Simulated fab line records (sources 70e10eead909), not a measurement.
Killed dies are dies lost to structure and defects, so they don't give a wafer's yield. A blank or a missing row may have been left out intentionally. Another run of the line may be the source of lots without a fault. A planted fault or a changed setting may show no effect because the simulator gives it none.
What tool caused it?	flow nand_harc	72 wafers from 24 lots sampled at 4 of the route's 1302 steps

## WHAT EACH GAUGE READ, for each wafer
NHARC_A_CONTACT_CD_MEAS_69 targets a cd of 300 nm. Usual: cd_nm 300.2 nm, standard deviation 0.75.
lot	measured	on	cd_nm (nm)	flag
L074	day 22 01:35	cd_sem-01	299.2 300.3 300.4	
L076	day 22 13:49	cd_sem-02	299.6 300.2 298.8	
L075	day 22 16:35	cd_sem-03	299.7 299.3 299.4	
L077	day 23 04:36	cd_sem-01	299.9 300.0 299.5	
L079	day 23 11:06	cd_sem-03	299.1 298.4 299.4	
L078	day 23 12:41	cd_sem-02	300.0 300.1 299.9	
L080	day 24 03:20	cd_sem-03	300.6 299.0 299.5	
L082	day 25 01:28	cd_sem-01	300.4 300.4 300.1	
L083	day 25 10:20	cd_sem-01	301.0 301.2 301.1	
L081	day 25 19:37	cd_sem-01	298.8 299.4 299.4	
L084	day 26 09:08	cd_sem-02	300.3 299.9 299.7	
L085	day 26 11:53	cd_sem-03	302.0 300.8 300.8	
L086	day 27 05:12	cd_sem-02	300.4 300.6 301.0	
L087	day 27 13:19	cd_sem-01	299.5 299.1 300.3	
L088	day 27 22:11	cd_sem-02	300.8 300.6 301.1	
L090	day 28 16:49	cd_sem-03	300.9 300.9 300.6	
L089	day 28 22:02	cd_sem-02	301.2 301.6 301.2	
L092	day 29 16:17	cd_sem-01	299.5 300.3 300.0	
L091	day 29 16:37	cd_sem-03	300.6 301.2 301.1	
L094	day 30 00:28	cd_sem-03	299.4 299.5 299.3	
L093	day 30 01:04	cd_sem-02	300.7 301.3 301.6	
L095	day 30 17:37	cd_sem-03	300.7 301.2 300.8	
L096	day 31 08:50	cd_sem-02	300.4 300.0 299.7	
L097	day 32 04:55	cd_sem-02	300.0 300.7 300.4	

## WHICH TOOL RAN EACH LOT (tool, then ch and the chambers of the sampled wafers, then the start)
lot	NHARC_A_CONTACT_ETCH_114	NHARC_A_CONTACT_ETCH_119	NHARC_A_CONTACT_DEP_58
L074	har_cap_etch-03 ch 0,1, day 21 17:36	har_cap_etch-03 ch 0,1, day 21 18:28	pecvd-04 ch 0,1, day 22 00:52
L076	har_cap_etch-02 ch 0,1, day 22 06:08	har_cap_etch-02 ch 0,1, day 22 07:00	pecvd-01 ch 1,2, day 22 13:09
L075	har_cap_etch-02 ch 0, day 22 08:43	har_cap_etch-02 ch 0, day 22 09:34	pecvd-04 ch 0,1, day 22 15:52
L077	har_cap_etch-02 ch 0,1, day 22 18:17	har_cap_etch-02 ch 0,1, day 22 19:26	pecvd-02 ch 0,2, day 23 03:53
L079	har_cap_etch-01 ch 0,1, day 23 00:47	har_cap_etch-01 ch 0,1, day 23 01:38	pecvd-04 ch 0,2, day 23 10:21
L078	har_cap_etch-02 ch 0,1, day 23 02:26	har_cap_etch-02 ch 0,1, day 23 03:17	pecvd-01 ch 0,1, day 23 11:57
L080	har_cap_etch-03 ch 0,1, day 23 19:29	har_cap_etch-03 ch 0,1, day 23 20:20	pecvd-02 ch 0,1,2, day 24 02:39
L082	har_cap_etch-02 ch 0,1, day 24 17:58	har_cap_etch-02 ch 0,1, day 24 18:49	pecvd-01 ch 0,2, day 25 00:55
L083	har_cap_etch-01 ch 0,1, day 25 02:32	har_cap_etch-01 ch 0,1, day 25 03:23	pecvd-02 ch 0,2, day 25 09:37
L081	har_cap_etch-02 ch 0,1, day 25 11:16	har_cap_etch-02 ch 0,1, day 25 12:08	pecvd-01 ch 0,1,2, day 25 18:55
L084	har_cap_etch-01 ch 0,1, day 26 01:15	har_cap_etch-01 ch 0,1, day 26 02:07	pecvd-04 ch 1,2, day 26 08:32
L085	har_cap_etch-02 ch 0,1, day 26 02:31	har_cap_etch-02 ch 0,1, day 26 03:22	pecvd-04 ch 0,1,2, day 26 11:10
L086	har_cap_etch-03 ch 0,1, day 26 19:22	har_cap_etch-03 ch 0,1, day 26 20:13	pecvd-02 ch 0,1, day 27 04:29
L087	har_cap_etch-03 ch 0,1, day 27 05:18	har_cap_etch-03 ch 0,1, day 27 06:10	pecvd-02 ch 0,1, day 27 12:44
L088	har_cap_etch-02 ch 0,1, day 27 12:43	har_cap_etch-02 ch 0,1, day 27 13:34	pecvd-01 ch 0,2, day 27 21:32
L090	har_cap_etch-02 ch 0,1, day 28 08:58	har_cap_etch-02 ch 0,1, day 28 10:06	pecvd-04 ch 0,2, day 28 16:13
L089	har_cap_etch-03 ch 0,1, day 28 12:52	har_cap_etch-03 ch 0,1, day 28 13:43	pecvd-04 ch 0,2, day 28 21:20
L092	har_cap_etch-01 ch 0,1, day 29 04:58	har_cap_etch-01 ch 0,1, day 29 05:49	pecvd-04 ch 0,1,2, day 29 15:41
L091	har_cap_etch-03 ch 0,1, day 29 04:58	har_cap_etch-03 ch 0,1, day 29 06:06	pecvd-01 ch 0,1,2, day 29 15:56
L094	har_cap_etch-01 ch 1, day 29 15:20	har_cap_etch-01 ch 1, day 29 16:28	pecvd-02 ch 1,2, day 29 23:46
L093	har_cap_etch-03 ch 0,1, day 29 15:58	har_cap_etch-03 ch 0,1, day 29 17:07	pecvd-04 ch 1,2, day 30 00:22
L095	har_cap_etch-01 ch 0,1, day 30 09:46	har_cap_etch-01 ch 0,1, day 30 10:47	pecvd-02 ch 0,2, day 30 17:05
L096	har_cap_etch-01 ch 0,1, day 31 01:14	har_cap_etch-01 ch 0,1, day 31 02:05	pecvd-04 ch 1,2, day 31 08:08
L097	har_cap_etch-03 ch 0,1, day 31 18:38	har_cap_etch-03 ch 0,1, day 31 19:46	pecvd-02 ch 0,1,2, day 32 04:13
- NHARC_A_CONTACT_ETCH_114: etches the open film in C4F8/O2/Ar, time 190 s, target depth 1850 nm.
- NHARC_A_CONTACT_ETCH_119: etches the open film in C4F8/O2/Ar, time 190 s, target depth 1850 nm.
- NHARC_A_CONTACT_DEP_58: deposits SiON, target thk 90 nm.

## WHAT THE TOOLS THEMSELVES READ (means of the sampled wafers that have a number; where no wafer has one, the mark that the record gives instead)
NHARC_A_CONTACT_ETCH_114. Usual: chamber_pressure_mTorr 19.999 mTorr, standard deviation 0.019.
lot	tool	chamber_pressure_mTorr (mTorr)	flag
L074	har_cap_etch-03	20.006	
L076	har_cap_etch-02	19.987	
L075	har_cap_etch-02	19.985	
L077	har_cap_etch-02	20.002	
L079	har_cap_etch-01	20.005	
L078	har_cap_etch-02	20.009	
L080	har_cap_etch-03	19.983	
L082	har_cap_etch-02	20.008	
L083	har_cap_etch-01	20.008	
L081	har_cap_etch-02	20.014	
L084	har_cap_etch-01	20.001	
L085	har_cap_etch-02	19.995	
L086	har_cap_etch-03	20.004	
L087	har_cap_etch-03	20.006	
L088	har_cap_etch-02	19.980	
L090	har_cap_etch-02	20.017	
L089	har_cap_etch-03	20.007	
L092	har_cap_etch-01	19.983	
L091	har_cap_etch-03	19.985	
L094	har_cap_etch-01	20.010	
L093	har_cap_etch-03	20.013	
L095	har_cap_etch-01	19.993	
L096	har_cap_etch-01	19.981	
L097	har_cap_etch-03	19.976	

NHARC_A_CONTACT_ETCH_119. Usual: chamber_pressure_mTorr 19.996 mTorr, standard deviation 0.019.
lot	tool	chamber_pressure_mTorr (mTorr)	flag
L074	har_cap_etch-03	20.019	
L076	har_cap_etch-02	19.989	
L075	har_cap_etch-02	19.987	
L077	har_cap_etch-02	19.993	
L079	har_cap_etch-01	19.993	
L078	har_cap_etch-02	19.985	
L080	har_cap_etch-03	19.989	
L082	har_cap_etch-02	19.996	
L083	har_cap_etch-01	19.982	
L081	har_cap_etch-02	20.015	
L084	har_cap_etch-01	20.013	
L085	har_cap_etch-02	19.970	
L086	har_cap_etch-03	19.998	
L087	har_cap_etch-03	20.020	
L088	har_cap_etch-02	19.999	
L090	har_cap_etch-02	20.002	
L089	har_cap_etch-03	19.992	
L092	har_cap_etch-01	20.011	
L091	har_cap_etch-03	19.975	
L094	har_cap_etch-01	19.987	
L093	har_cap_etch-03	20.000	
L095	har_cap_etch-01	19.989	
L096	har_cap_etch-01	19.989	
L097	har_cap_etch-03	19.996	

NHARC_A_CONTACT_DEP_58. Usual: heater_power_outer_w 428 W, standard deviation 94; heater_power_w 714 W, standard deviation 110.
lot	tool	heater_power_outer_w (W)	heater_power_w (W)	flag
L074	pecvd-04	438	760	
L076	pecvd-01	435	723	
L075	pecvd-04	465	763	
L077	pecvd-02	339	601	
L079	pecvd-04	394	670	
L078	pecvd-01	445	721	
L080	pecvd-02	453	716	
L082	pecvd-01	462	703	
L083	pecvd-02	387	646	
L081	pecvd-01	467	783	
L084	pecvd-04	347	664	
L085	pecvd-04	382	682	
L086	pecvd-02	562	885	
L087	pecvd-02	454	753	
L088	pecvd-01	515	786	
L090	pecvd-04	349	617	
L089	pecvd-04	368	641	
L092	pecvd-04	367	652	
L091	pecvd-01	462	741	
L094	pecvd-02	460	740	
L093	pecvd-04	377	691	
L095	pecvd-02	372	627	
L096	pecvd-04	329	618	
L097	pecvd-02	431	715	

## THE ANSWER, worked out from the rows above alone
Rule: a lot is off if the mean of its wafers that have a number lies more than 3 standard deviations from the usual mean. A lot without any number at a reading at which 4 lots or more have one is off too. Any other lot the step has rows for is counted as sound. Order of review: gauges by route order, followed by the tools' own readings, for which a lot's mean as printed above is used. The first step at which some lot is off is used, and at that step the reading that is off furthest; a lot without a number counts as furthest.
None of the lots is off at any reading shown; this tells nothing.

## WHAT THE SIMULATOR HAD INSERTED
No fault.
